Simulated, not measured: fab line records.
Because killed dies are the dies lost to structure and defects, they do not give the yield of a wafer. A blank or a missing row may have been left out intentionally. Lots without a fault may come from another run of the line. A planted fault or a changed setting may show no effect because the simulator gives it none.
Split-lot study    flow n5 finfet    on a route of 1938 steps: 7 lots, 21 wafers read

== ON THE SPLIT ==
At N5_BEOL_M3_ILD_DEP_00 (deposits SiOC from DEMS/O2, target thk 79 nm, time 15.3 s), the setting time s was moved away from the recipe's 15.3 s on 9 of the 21 wafers read, by -11.2% to +14.8%. The other wafers ran this setting at the recipe's value.

No step appears in the file between the split and the reading.

== THE READING ==
M3_ILD_THK (nm), taken at N5_BEOL_M3_THK_MEAS_01. Fault-free wafers of this fab line usually give 79.0 nm, standard deviation 1.1 nm.

wafer   tool, chamber at the split  time s as run, s  against the recipe  M3_ILD_THK, nm  against lot-mates on the recipe
L079.3  pecvd-01, 2                 14.65             -4.2%               75.5            -4.6
L079.5  pecvd-01, 1                 14.65             -4.2%               76.9            -3.2
L079.6  pecvd-01, 2                 15.3              recipe              80.1            -
L081.2  pecvd-03, 0                 13.58             -11.2%              70.7            -9.1
L081.4  pecvd-03, 2                 15.3              recipe              79.1            -
L081.6  pecvd-03, 0                 15.3              recipe              80.6            -
L087.2  pecvd-01, 1                 15.3              recipe              78.7            -
L087.3  pecvd-01, 0                 14.57             -4.8%               75.1            -4.4
L087.6  pecvd-01, 0                 15.3              recipe              80.2            -
L090.1  pecvd-03, 2,1               15.3              recipe              77.7            -
L090.2  pecvd-03, 2,1               15.3              recipe              77.8            -
L090.6  pecvd-03, 0                 15.3              recipe              79.0            -
L091.1  pecvd-01, 2                 15.3              recipe              78.7            -
L091.4  pecvd-01, 2                 15.3              recipe              79.2            -
L091.5  pecvd-01, 1                 15.3              recipe              79.5            -
L097.3  pecvd-01, 1                 17.11             +11.8%              87.3            no lot-mate on the recipe
L097.4  pecvd-01, 2                 17.11             +11.8%              88.1            no lot-mate on the recipe
L097.5  pecvd-01, 0                 17.11             +11.8%              90.4            no lot-mate on the recipe
L096.3  pecvd-02, 2                 17.57             +14.8%              89.9            +10.7
L096.5  pecvd-02, 0                 15.3              recipe              79.2            -
L096.6  pecvd-02, 2                 17.57             +14.8%              90.7            +11.5
The file does not say which wafer passed through which chamber wherever a row lists several chambers: such a row stands for several wafers.

FIT RESULTS
A straight line over all 21 wafers: M3_ILD_THK changes by +0.769 nm for each +1% of time s; r = +0.99; the points scatter about the line by 0.92 nm.
The same after taking each lot's own level away (the mean of its wafers on the recipe; 18 wafers): +0.779 nm for each +1%; r = +0.99; scatter 0.62 nm.
Per that fit: largest time s move, reading shift of 12 nm.
Measured against the standard deviation above, the lots' own levels, which go from 78.17 to 80.10 nm, span 1.8 times it.
The two slopes are in agreement: the lot-to-lot level therefore moves the slope only a little.
Check: +11.8 nm against its lot-mates is what the line predicts for one of the wafers moved furthest among these (+14.8%) when that wafer is left out of the fit. Against them it came out at +10.7 nm.

== FURTHER SPLITS ON THESE WAFERS ==
Note: prior to the reading, these wafers also went through further splits. Each is held against what the fit with the lots' levels taken away leaves over:
other split on the same wafers     wafers away from the commonest value  r with M3_ILD_THK (lot level and that fit taken away)
N5_BEOL_M2_HM_DEP_02 target thk a  6                                     -0.17

== THE WHOLE CHAIN: every reading that the file lists as answering this split, in the file's order ==
step                    what it does                                               reading                                                                             change (the file's fit)                r (the file's)
N5_BEOL_M3_ILD_DEP_00   deposits SiOC from DEMS/O2, target thk 79 nm, time 15.3 s  SiOC_of_BEOL_M3_ILD_DEP_00.thk nm (the simulator's own value, which no gauge read)  +0.787 nm for each +1% of the setting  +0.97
N5_BEOL_M3_THK_MEAS_01                                                             M3_ILD_THK                                                                          +0.785 for each +1% of the setting     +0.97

== FILE'S OWN FIT ==
M3_ILD_THK changes by +0.785 nm for each +1% of time s, r = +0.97.
